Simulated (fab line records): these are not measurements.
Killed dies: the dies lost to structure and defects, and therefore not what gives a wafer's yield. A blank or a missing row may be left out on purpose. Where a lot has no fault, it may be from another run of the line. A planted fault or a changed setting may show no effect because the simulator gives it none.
fab line records :: flow n5Finfet :: part 2 of 2: steps 24 to 29 of 29
record:
  lots: 5
  wafers: 15
  lastDay: 16
route steps=1938 shown BEOL_M3@944
lots untouched by any fault: they come from a run of this same line in which no faults occurred
startH: the number of hours between the record's first day and the start of the first shown wafer of the lot :: waitH: how many hours have passed since the lot's step before this one :: " as in the row above :: L1.1+2: a single row standing in for several wafers :: - value missing, or start not given :: * or withheld: withheld :: < > ~ a bound
route shown NAME@n: names a module that has steps shown in the file, with the first one's number in the route :: usual: mean/standard deviation of fault-free wafers :: same: alike in all rows :: chamber/n: place in a boat :: sites: readings site by site :: _std_site: the values' standard deviation :: _edge_site: mean of outer sites minus mean of inner sites :: radiusMm: how far each site lies from the wafer's centre :: mask NAME#n: copy n :: behind: tool/chamber where the wafer was last shaped :: hold: why the lot was held/for how many hours/how that ended :: device: names the non-switching transistor (n, p or np) :: end of line: tests run on the same wafers once the route is complete :: a step given without rows: its recipe and nothing more :: killed: not the wafer's yield, but the dies lost to structure and defects at the first sort :: map: a wafer's dies, x killed, . not, _ none there
set.NAME: the run value of the setting; set.NAME@STEP: its run value at that earlier step :: model.NAME: the simulator's own value behind a step, which no gauge read
lots at some steps of the route; a table a step, a row a wafer
services: when a tool's chamber went out of use (startH, in hours from the record's first day, below 0 if earlier), for how many hours, and the reason
== steps ==
step: N5_BEOL_M3_OVL_MEAS_29
recipe:
  pointsPerWafer: 522
usual:
  V2_OVL: 0.6/0.63
lot.wafer: L074.1
tool: overlay-02
chamber: 0
startH: 147.55
waitH: 0.0
V2_OVL[nm]: 0.3

lot.wafer: L074.2
tool: overlay-02
chamber: 0
startH: 147.55
waitH: 0.0
V2_OVL[nm]: 0.5

lot.wafer: L074.4
tool: overlay-02
chamber: 0
startH: 147.55
waitH: 0.0
V2_OVL[nm]: 1.0

lot.wafer: L083.1
tool: overlay-02
chamber: 0
startH: 199.08
waitH: 0.0
V2_OVL[nm]: -0.2

lot.wafer: L083.2
tool: overlay-02
chamber: 0
startH: 199.08
waitH: 0.0
V2_OVL[nm]: 0.0

lot.wafer: L083.6
tool: overlay-02
chamber: 0
startH: 199.08
waitH: 0.0
V2_OVL[nm]: 0.7

lot.wafer: L089.2
tool: overlay-01
chamber: 0
startH: 233.93
waitH: 0.0
V2_OVL[nm]: 0.9

lot.wafer: L089.3
tool: overlay-01
chamber: 0
startH: 233.93
waitH: 0.0
V2_OVL[nm]: 0.9

lot.wafer: L089.4
tool: overlay-01
chamber: 0
startH: 233.93
waitH: 0.0
V2_OVL[nm]: 1.1

lot.wafer: L090.1
tool: overlay-01
chamber: 0
startH: 238.69
waitH: 0.0
V2_OVL[nm]: 0.6

lot.wafer: L090.3
tool: overlay-01
chamber: 0
startH: 238.69
waitH: 0.0
V2_OVL[nm]: 1.1

lot.wafer: L090.4
tool: overlay-01
chamber: 0
startH: 238.69
waitH: 0.0
V2_OVL[nm]: 1.0

lot.wafer: L093.1
tool: overlay-02
chamber: 0
startH: 262.52
waitH: 0.0
V2_OVL[nm]: 0.9

lot.wafer: L093.3
tool: overlay-02
chamber: 0
startH: 262.52
waitH: 0.0
V2_OVL[nm]: 0.6

lot.wafer: L093.6
tool: overlay-02
chamber: 0
startH: 262.52
waitH: 0.0
V2_OVL[nm]: 0.1
step: N5_BEOL_M3_INSPECT_30
recipe:
  mode: adi
  inspectInstrument: brightfield
usual:
  rawDefectCount: 424/89
lot.wafer: L074.1
tool: defectInspect-02
chamber: -
startH: 147.61
waitH: 0.1
rawDefectCount: 440

lot.wafer: L074.2
tool: defectInspect-02
chamber: -
startH: 147.61
waitH: 0.1
rawDefectCount: 353

lot.wafer: L074.4
tool: defectInspect-02
chamber: -
startH: 147.61
waitH: 0.1
rawDefectCount: 384

lot.wafer: L083.1
tool: defectInspect-02
chamber: -
startH: 199.13
waitH: 0.1
rawDefectCount: 267

lot.wafer: L083.2
tool: defectInspect-02
chamber: -
startH: 199.13
waitH: 0.1
rawDefectCount: 446

lot.wafer: L083.6
tool: defectInspect-02
chamber: -
startH: 199.13
waitH: 0.1
rawDefectCount: 432

lot.wafer: L089.2
tool: defectInspect-02
chamber: -
startH: 233.99
waitH: 0.1
rawDefectCount: 306

lot.wafer: L089.3
tool: defectInspect-02
chamber: -
startH: 233.99
waitH: 0.1
rawDefectCount: 350

lot.wafer: L089.4
tool: defectInspect-02
chamber: -
startH: 233.99
waitH: 0.1
rawDefectCount: 337

lot.wafer: L090.1
tool: defectInspect-01
chamber: -
startH: 238.75
waitH: 0.1
rawDefectCount: 463

lot.wafer: L090.3
tool: defectInspect-01
chamber: -
startH: 238.75
waitH: 0.1
rawDefectCount: 523

lot.wafer: L090.4
tool: defectInspect-01
chamber: -
startH: 238.75
waitH: 0.1
rawDefectCount: 507

lot.wafer: L093.1
tool: defectInspect-01
chamber: -
startH: 262.58
waitH: 0.1
rawDefectCount: 428

lot.wafer: L093.3
tool: defectInspect-01
chamber: -
startH: 262.58
waitH: 0.1
rawDefectCount: 533

lot.wafer: L093.6
tool: defectInspect-01
chamber: -
startH: 262.58
waitH: 0.1
rawDefectCount: 475
step: N5_BEOL_M3_DESCUM_33
recipe:
  chemistry: O2
  timeS: 7
  sourcePowerW: 50
  biasPowerW: 20
  pressureMtorr: 20
  rfFrequencyHz: 2.712e+07
  tempC: 40
  resist: CAR-EUV
  o2FlowSccm: 225
usual:
  drypumpMotorCurrentA: 5.6/0.42
  oesProductAu: 0.76/0.089
  rfVppV: 243.1/1.4
  showerheadPlenumPTorr: 2.10/0.069
  throttleValvePct: 20.60/0.27
lot.wafer: L074.1
tool: rieDiel-03
chamber: 1
startH: 147.65
waitH: 0.0
drypumpMotorCurrentA: 5.7
oesProductAu: 0.74
rfHoursCounterH: 171
rfVppV: 243.4
showerheadPlenumPTorr: 2.10
throttleValvePct: 20.71

lot.wafer: L074.2
tool: rieDiel-03
chamber: 3
startH: 147.65
waitH: 0.0
drypumpMotorCurrentA: 5.2
oesProductAu: 0.76
rfHoursCounterH: 168
rfVppV: 243.3
showerheadPlenumPTorr: 2.19
throttleValvePct: 20.67

lot.wafer: L074.4
tool: rieDiel-03
chamber: 2
startH: 147.65
waitH: 0.0
drypumpMotorCurrentA: 5.5
oesProductAu: 0.74
rfHoursCounterH: 156
rfVppV: 241.9
showerheadPlenumPTorr: 2.01
throttleValvePct: 20.68

lot.wafer: L083.1
tool: rieDiel-04
chamber: 1
startH: 199.38
waitH: 0.2
drypumpMotorCurrentA: 6.1
oesProductAu: 0.97
rfHoursCounterH: 6
rfVppV: 243.4
showerheadPlenumPTorr: 2.05
throttleValvePct: 20.17

lot.wafer: L083.2
tool: rieDiel-04
chamber: 0
startH: 199.38
waitH: 0.2
drypumpMotorCurrentA: 4.7
oesProductAu: 0.69
rfHoursCounterH: 209
rfVppV: 242.7
showerheadPlenumPTorr: 2.00
throttleValvePct: 20.70

lot.wafer: L083.6
tool: rieDiel-04
chamber: 0
startH: 199.38
waitH: 0.2
drypumpMotorCurrentA: 4.7
oesProductAu: 0.68
rfHoursCounterH: -
rfVppV: 242.6
showerheadPlenumPTorr: 2.00
throttleValvePct: 20.71

lot.wafer: L089.2
tool: rieDiel-01
chamber: 1
startH: 234.03
waitH: 0.0
drypumpMotorCurrentA: 6.0
oesProductAu: 0.86
rfHoursCounterH: 46
rfVppV: 243.6
showerheadPlenumPTorr: 2.11
throttleValvePct: 19.98

lot.wafer: L089.3
tool: rieDiel-01
chamber: 0
startH: 234.03
waitH: 0.0
drypumpMotorCurrentA: 5.3
oesProductAu: 0.97
rfHoursCounterH: 9
rfVppV: 243.1
showerheadPlenumPTorr: 2.15
throttleValvePct: 20.56

lot.wafer: L089.4
tool: rieDiel-01
chamber: 2
startH: 234.03
waitH: 0.0
drypumpMotorCurrentA: 6.2
oesProductAu: 0.71
rfHoursCounterH: 183
rfVppV: 243.4
showerheadPlenumPTorr: 2.10
throttleValvePct: 20.69

lot.wafer: L090.1
tool: rieDiel-04
chamber: 0
startH: 238.79
waitH: 0.0
drypumpMotorCurrentA: 4.7
oesProductAu: 0.66
rfHoursCounterH: 221
rfVppV: 241.3
showerheadPlenumPTorr: 2.00
throttleValvePct: 20.73

lot.wafer: L090.3
tool: rieDiel-04
chamber: 1
startH: 238.79
waitH: 0.0
drypumpMotorCurrentA: 6.1
oesProductAu: 0.94
rfHoursCounterH: 20
rfVppV: 242.4
showerheadPlenumPTorr: 2.04
throttleValvePct: 20.21

lot.wafer: L090.4
tool: rieDiel-04
chamber: 3
startH: 238.79
waitH: 0.0
drypumpMotorCurrentA: 6.0
oesProductAu: 0.70
rfHoursCounterH: 237
rfVppV: 240.9
showerheadPlenumPTorr: 2.08
throttleValvePct: 21.00

lot.wafer: L093.1
tool: rieDiel-04
chamber: 3
startH: 262.62
waitH: 0.0
drypumpMotorCurrentA: 5.9
oesProductAu: 0.70
rfHoursCounterH: 244
rfVppV: 242.1
showerheadPlenumPTorr: 2.08
throttleValvePct: 21.03

lot.wafer: L093.3
tool: rieDiel-04
chamber: 1
startH: 262.62
waitH: 0.0
drypumpMotorCurrentA: 6.0
oesProductAu: 0.91
rfHoursCounterH: 27
rfVppV: 243.2
showerheadPlenumPTorr: 2.04
throttleValvePct: 20.20

lot.wafer: L093.6
tool: rieDiel-04
chamber: 2
startH: 262.62
waitH: 0.0
drypumpMotorCurrentA: 5.7
oesProductAu: 0.70
rfHoursCounterH: -
rfVppV: 243.4
showerheadPlenumPTorr: 2.17
throttleValvePct: 20.23
step: N5_BEOL_M3_ETCH_77
recipe:
  chemistry: N2/H2
  target: underlayer
  targetDepthA: 65
  maskMaterial: CAR-EUV
  timeS: 5.2
  ionEnergyEv: 200
  pressureMtorr: 30
  sourceW: 840
  biasW: 150
  n2FlowSccm: 200
  h2FlowSccm: 200
  ends: cleared
usual:
  drypumpMotorCurrentA: 5.6/0.42
  etchRfOnTimeS: 5.22/0.11
  oesProductAu: 0.64/0.076
  rfVppV: 523.8/2.5
  showerheadPlenumPTorr: 2.54/0.086
  throttleValvePct: 17.96/0.26
lot.wafer: L074.1
tool: rieDiel-03
chamber: 1
startH: 147.68
waitH: 0.0
drypumpMotorCurrentA: 5.8
etchRfOnTimeS: 5.30
oesProductAu: 0.63
rfHoursCounterH: 171
rfVppV: 524.8
showerheadPlenumPTorr: 2.53
throttleValvePct: 17.98

lot.wafer: L074.2
tool: rieDiel-03
chamber: 3
startH: 147.68
waitH: 0.0
drypumpMotorCurrentA: 5.3
etchRfOnTimeS: 5.18
oesProductAu: 0.65
rfHoursCounterH: 168
rfVppV: 527.2
showerheadPlenumPTorr: 2.63
throttleValvePct: 17.85

lot.wafer: L074.4
tool: rieDiel-03
chamber: 2
startH: 147.68
waitH: 0.0
drypumpMotorCurrentA: 5.5
etchRfOnTimeS: 5.28
oesProductAu: 0.64
rfHoursCounterH: 156
rfVppV: 522.7
showerheadPlenumPTorr: 2.43
throttleValvePct: 18.06

lot.wafer: L083.1
tool: rieDiel-04
chamber: 1
startH: 199.42
waitH: 0.0
drypumpMotorCurrentA: 6.1
etchRfOnTimeS: 5.03
oesProductAu: 0.84
rfHoursCounterH: 6
rfVppV: 525.3
showerheadPlenumPTorr: 2.50
throttleValvePct: 17.57

lot.wafer: L083.2
tool: rieDiel-04
chamber: 0
startH: 199.42
waitH: 0.0
drypumpMotorCurrentA: 4.7
etchRfOnTimeS: 5.12
oesProductAu: 0.59
rfHoursCounterH: 209
rfVppV: 521.3
showerheadPlenumPTorr: 2.42
throttleValvePct: 18.20

lot.wafer: L083.6
tool: rieDiel-04
chamber: 0
startH: 199.42
waitH: 0.0
drypumpMotorCurrentA: 4.7
etchRfOnTimeS: 5.16
oesProductAu: 0.59
rfHoursCounterH: -
rfVppV: 521.1
showerheadPlenumPTorr: 2.42
throttleValvePct: 18.23

lot.wafer: L089.2
tool: rieDiel-01
chamber: 1
startH: 234.06
waitH: 0.0
drypumpMotorCurrentA: 6.0
etchRfOnTimeS: 5.14
oesProductAu: 0.73
rfHoursCounterH: 46
rfVppV: 523.5
showerheadPlenumPTorr: 2.57
throttleValvePct: 17.42

lot.wafer: L089.3
tool: rieDiel-01
chamber: 0
startH: 234.06
waitH: 0.0
drypumpMotorCurrentA: 5.3
etchRfOnTimeS: 5.13
oesProductAu: 0.82
rfHoursCounterH: 9
rfVppV: 525.2
showerheadPlenumPTorr: 2.59
throttleValvePct: 17.76

lot.wafer: L089.4
tool: rieDiel-01
chamber: 2
startH: 234.06
waitH: 0.0
drypumpMotorCurrentA: 6.2
etchRfOnTimeS: 5.35
oesProductAu: 0.61
rfHoursCounterH: 183
rfVppV: 526.0
showerheadPlenumPTorr: 2.53
throttleValvePct: 18.08

lot.wafer: L090.1
tool: rieDiel-04
chamber: 0
startH: 238.82
waitH: 0.0
drypumpMotorCurrentA: 4.7
etchRfOnTimeS: 5.19
oesProductAu: 0.59
rfHoursCounterH: 221
rfVppV: 521.3
showerheadPlenumPTorr: 2.41
throttleValvePct: 18.23

lot.wafer: L090.3
tool: rieDiel-04
chamber: 1
startH: 238.82
waitH: 0.0
drypumpMotorCurrentA: 6.1
etchRfOnTimeS: 5.07
oesProductAu: 0.79
rfHoursCounterH: 20
rfVppV: 522.5
showerheadPlenumPTorr: 2.49
throttleValvePct: 17.58

lot.wafer: L090.4
tool: rieDiel-04
chamber: 3
startH: 238.82
waitH: 0.0
drypumpMotorCurrentA: 5.9
etchRfOnTimeS: 5.20
oesProductAu: 0.60
rfHoursCounterH: 237
rfVppV: 523.8
showerheadPlenumPTorr: 2.50
throttleValvePct: 18.24

lot.wafer: L093.1
tool: rieDiel-04
chamber: 3
startH: 262.65
waitH: 0.0
drypumpMotorCurrentA: 6.0
etchRfOnTimeS: 5.17
oesProductAu: 0.60
rfHoursCounterH: 244
rfVppV: 521.3
showerheadPlenumPTorr: 2.50
throttleValvePct: 18.25

lot.wafer: L093.3
tool: rieDiel-04
chamber: 1
startH: 262.65
waitH: 0.0
drypumpMotorCurrentA: 6.1
etchRfOnTimeS: 5.08
oesProductAu: 0.78
rfHoursCounterH: 27
rfVppV: 520.5
showerheadPlenumPTorr: 2.49
throttleValvePct: 17.63

lot.wafer: L093.6
tool: rieDiel-04
chamber: 2
startH: 262.65
waitH: 0.0
drypumpMotorCurrentA: 5.8
etchRfOnTimeS: 5.28
oesProductAu: 0.59
rfHoursCounterH: -
rfVppV: 526.3
showerheadPlenumPTorr: 2.62
throttleValvePct: 17.58
step: N5_BEOL_M3_ETCH_69
recipe:
  chemistry: CF4
  target: SiARC
  targetDepthA: 156
  maskMaterial: CAR-EUV
  timeS: 26
  ionEnergyEv: 80
  pressureMtorr: 40
  sourceW: 545
  biasW: 36
  Ar_flow_sccm: 100
  cf4FlowSccm: 100
  ends: cleared
usual:
  drypumpMotorCurrentA: 5.6/0.41
  etchRfOnTimeS: 25.9/0.49
  oesProductAu: 0.65/0.077
  rfVppV: 184.0/1.2
  showerheadPlenumPTorr: 2.14/0.066
  throttleValvePct: 15.75/0.25
lot.wafer: L074.1
tool: rieDiel-03
chamber: 1
startH: 147.70
waitH: 0.0
drypumpMotorCurrentA: 5.7
etchRfOnTimeS: 26.3
oesProductAu: 0.64
rfHoursCounterH: 171
rfVppV: 184.0
showerheadPlenumPTorr: 2.15
throttleValvePct: 15.77

lot.wafer: L074.2
tool: rieDiel-03
chamber: 3
startH: 147.70
waitH: 0.0
drypumpMotorCurrentA: 5.2
etchRfOnTimeS: 25.7
oesProductAu: 0.65
rfHoursCounterH: 168
rfVppV: 185.4
showerheadPlenumPTorr: 2.23
throttleValvePct: 15.86

lot.wafer: L074.4
tool: rieDiel-03
chamber: 2
startH: 147.70
waitH: 0.0
drypumpMotorCurrentA: 5.5
etchRfOnTimeS: 25.8
oesProductAu: 0.65
rfHoursCounterH: 156
rfVppV: 182.0
showerheadPlenumPTorr: 2.07
throttleValvePct: 15.88

lot.wafer: L083.1
tool: rieDiel-04
chamber: 1
startH: 199.43
waitH: 0.0
drypumpMotorCurrentA: 6.1
etchRfOnTimeS: 25.2
oesProductAu: 0.84
rfHoursCounterH: 6
rfVppV: 182.9
showerheadPlenumPTorr: 2.12
throttleValvePct: 15.43

lot.wafer: L083.2
tool: rieDiel-04
chamber: 0
startH: 199.43
waitH: 0.0
drypumpMotorCurrentA: 4.7
etchRfOnTimeS: 25.7
oesProductAu: 0.59
rfHoursCounterH: 209
rfVppV: 181.8
showerheadPlenumPTorr: 2.03
throttleValvePct: 15.75

lot.wafer: L083.6
tool: rieDiel-04
chamber: 0
startH: 199.43
waitH: 0.0
drypumpMotorCurrentA: 4.7
etchRfOnTimeS: 25.6
oesProductAu: 0.59
rfHoursCounterH: -
rfVppV: 183.2
showerheadPlenumPTorr: 2.03
throttleValvePct: 15.75

lot.wafer: L089.2
tool: rieDiel-01
chamber: 1
startH: 234.08
waitH: 0.0
drypumpMotorCurrentA: 6.0
etchRfOnTimeS: 25.5
oesProductAu: 0.74
rfHoursCounterH: 46
rfVppV: 184.4
showerheadPlenumPTorr: 2.18
throttleValvePct: 15.24

lot.wafer: L089.3
tool: rieDiel-01
chamber: 0
startH: 234.08
waitH: 0.0
drypumpMotorCurrentA: 5.3
etchRfOnTimeS: 24.7
oesProductAu: 0.83
rfHoursCounterH: 9
rfVppV: 184.6
showerheadPlenumPTorr: 2.18
throttleValvePct: 15.57

lot.wafer: L089.4
tool: rieDiel-01
chamber: 2
startH: 234.08
waitH: 0.0
drypumpMotorCurrentA: 6.3
etchRfOnTimeS: 26.2
oesProductAu: 0.61
rfHoursCounterH: 183
rfVppV: 182.5
showerheadPlenumPTorr: 2.12
throttleValvePct: 15.75

lot.wafer: L090.1
tool: rieDiel-04
chamber: 0
startH: 238.84
waitH: 0.0
drypumpMotorCurrentA: 4.7
etchRfOnTimeS: 26.1
oesProductAu: 0.57
rfHoursCounterH: 221
rfVppV: 183.2
showerheadPlenumPTorr: 2.03
throttleValvePct: 15.78

lot.wafer: L090.3
tool: rieDiel-04
chamber: 1
startH: 238.84
waitH: 0.0
drypumpMotorCurrentA: 6.1
etchRfOnTimeS: 25.2
oesProductAu: 0.80
rfHoursCounterH: 20
rfVppV: 184.0
showerheadPlenumPTorr: 2.12
throttleValvePct: 15.45

lot.wafer: L090.4
tool: rieDiel-04
chamber: 3
startH: 238.84
waitH: 0.0
drypumpMotorCurrentA: 6.0
etchRfOnTimeS: 26.2
oesProductAu: 0.59
rfHoursCounterH: 237
rfVppV: 181.8
showerheadPlenumPTorr: 2.12
throttleValvePct: 16.14

lot.wafer: L093.1
tool: rieDiel-04
chamber: 3
startH: 262.67
waitH: 0.0
drypumpMotorCurrentA: 5.9
etchRfOnTimeS: 25.8
oesProductAu: 0.61
rfHoursCounterH: 244
rfVppV: 184.0
showerheadPlenumPTorr: 2.12
throttleValvePct: 16.18

lot.wafer: L093.3
tool: rieDiel-04
chamber: 1
startH: 262.67
waitH: 0.0
drypumpMotorCurrentA: 6.0
etchRfOnTimeS: 25.6
oesProductAu: 0.79
rfHoursCounterH: 27
rfVppV: 184.9
showerheadPlenumPTorr: 2.11
throttleValvePct: 15.46

lot.wafer: L093.6
tool: rieDiel-04
chamber: 2
startH: 262.67
waitH: 0.0
drypumpMotorCurrentA: 5.7
etchRfOnTimeS: 26.4
oesProductAu: 0.60
rfHoursCounterH: -
rfVppV: 185.1
showerheadPlenumPTorr: 2.20
throttleValvePct: 15.36
step: N5_BEOL_M3_ALD_98
recipe:
  material: SiO2
  targetThkA: 25
  tempC: 100
  aldPrecursorFamily: BDEAS
  aldCoReactant: O2-plasma
  pulseTimeS: 1
  coReactantPulseTimeS: 1
  purgeTimeS: 2
  coReactantPurgeTimeS: 2
  aldCycles: 17
  pressureTorr: 2
usual:
  heaterPowerW: 76/8
  precursorPulseHeightRel: 1.001/0.023
lot.wafer: L074.1
tool: aldSin-03
chamber: 1
startH: 147.78
waitH: 0.1
heaterPowerW: 67
precursorPulseHeightRel: 1.028

lot.wafer: L074.2
tool: aldSin-03
chamber: 0
startH: 147.78
waitH: 0.1
heaterPowerW: 78
precursorPulseHeightRel: 0.957

lot.wafer: L074.4
tool: aldSin-03
chamber: 2
startH: 147.78
waitH: 0.1
heaterPowerW: 65
precursorPulseHeightRel: 0.983

lot.wafer: L083.1
tool: aldSin-03
chamber: 2
startH: 199.52
waitH: 0.1
heaterPowerW: 66
precursorPulseHeightRel: 1.033

lot.wafer: L083.2
tool: aldSin-03
chamber: 1
startH: 199.52
waitH: 0.1
heaterPowerW: 67
precursorPulseHeightRel: 1.029

lot.wafer: L083.6
tool: aldSin-03
chamber: 1
startH: 199.52
waitH: 0.1
heaterPowerW: 65
precursorPulseHeightRel: 0.984

lot.wafer: L089.2
tool: aldSin-03
chamber: 2
startH: 234.16
waitH: 0.1
heaterPowerW: 66
precursorPulseHeightRel: 1.016

lot.wafer: L089.3
tool: aldSin-03
chamber: 3
startH: 234.16
waitH: 0.1
heaterPowerW: 81
precursorPulseHeightRel: 0.997

lot.wafer: L089.4
tool: aldSin-03
chamber: 1
startH: 234.16
waitH: 0.1
heaterPowerW: 67
precursorPulseHeightRel: 1.021

lot.wafer: L090.1
tool: aldSin-04
chamber: 3
startH: 238.92
waitH: 0.1
heaterPowerW: 73
precursorPulseHeightRel: 1.025

lot.wafer: L090.3
tool: aldSin-04
chamber: 2
startH: 238.92
waitH: 0.1
heaterPowerW: 95
precursorPulseHeightRel: 0.995

lot.wafer: L090.4
tool: aldSin-04
chamber: 0
startH: 238.92
waitH: 0.1
heaterPowerW: 73
precursorPulseHeightRel: 1.003

lot.wafer: L093.1
tool: aldSin-04
chamber: 1
startH: 262.77
waitH: 0.1
heaterPowerW: 78
precursorPulseHeightRel: 1.032

lot.wafer: L093.3
tool: aldSin-04
chamber: 2
startH: 262.77
waitH: 0.1
heaterPowerW: 96
precursorPulseHeightRel: 0.993

lot.wafer: L093.6
tool: aldSin-04
chamber: 2
startH: 262.77
waitH: 0.1
heaterPowerW: 94
precursorPulseHeightRel: 1.020
== services ==
tool: rieDiel-04
chamber: 3
startH: 126.58
hours: 27.6
kind: repair

tool: rieDiel-01
chamber: -
startH: 126.93
hours: 0.3
kind: repair

tool: euvScanner-01
chamber: -
startH: 128.82
hours: 0.4
kind: repair

tool: rieDiel-04
chamber: -
startH: 138.91
hours: 0.5
kind: repair

tool: euvScanner-01
chamber: -
startH: 138.99
hours: 5.4
kind: repair

tool: rieMetal-02
chamber: -
startH: 141.53
hours: 14.6
kind: pm

tool: euvScanner-02
chamber: -
startH: 150.55
hours: 1.0
kind: pm

tool: rieDiel-04
chamber: 1
startH: 154.34
hours: -
kind: clean

tool: rieDiel-04
chamber: 1
startH: 154.34
hours: -
kind: consumableReplace:focusRing

tool: rieDiel-04
chamber: 1
startH: 154.34
hours: 25.1
kind: scheduledDown

tool: rieDiel-04
chamber: 1
startH: 154.34
hours: 25.1
kind: ventCycle

tool: euvScanner-01
chamber: -
startH: 158.53
hours: 1.0
kind: pm

tool: rieMetal-03
chamber: 1
startH: 181.20
hours: 12.1
kind: repair

tool: euvScanner-02
chamber: -
startH: 194.49
hours: 4.6
kind: pm

tool: rieDiel-01
chamber: 1
startH: 203.57
hours: 15.6
kind: repair

tool: euvScanner-02
chamber: -
startH: 206.70
hours: 1.0
kind: pm

tool: euvScanner-02
chamber: -
startH: 214.39
hours: 1.1
kind: repair

tool: euvScanner-01
chamber: -
startH: 215.47
hours: 1.0
kind: pm

tool: euvScanner-01
chamber: -
startH: 237.32
hours: 4.6
kind: pm

tool: rieDiel-04
chamber: 0
startH: 241.77
hours: 2.9
kind: repair

tool: rieDiel-03
chamber: 3
startH: 243.02
hours: 4.6
kind: repair

tool: euvScanner-01
chamber: -
startH: 244.07
hours: 1.5
kind: repair

tool: rieMetal-03
chamber: -
startH: 249.95
hours: 2.8
kind: pm

tool: euvScanner-02
chamber: -
startH: 257.13
hours: 72.0
kind: pm
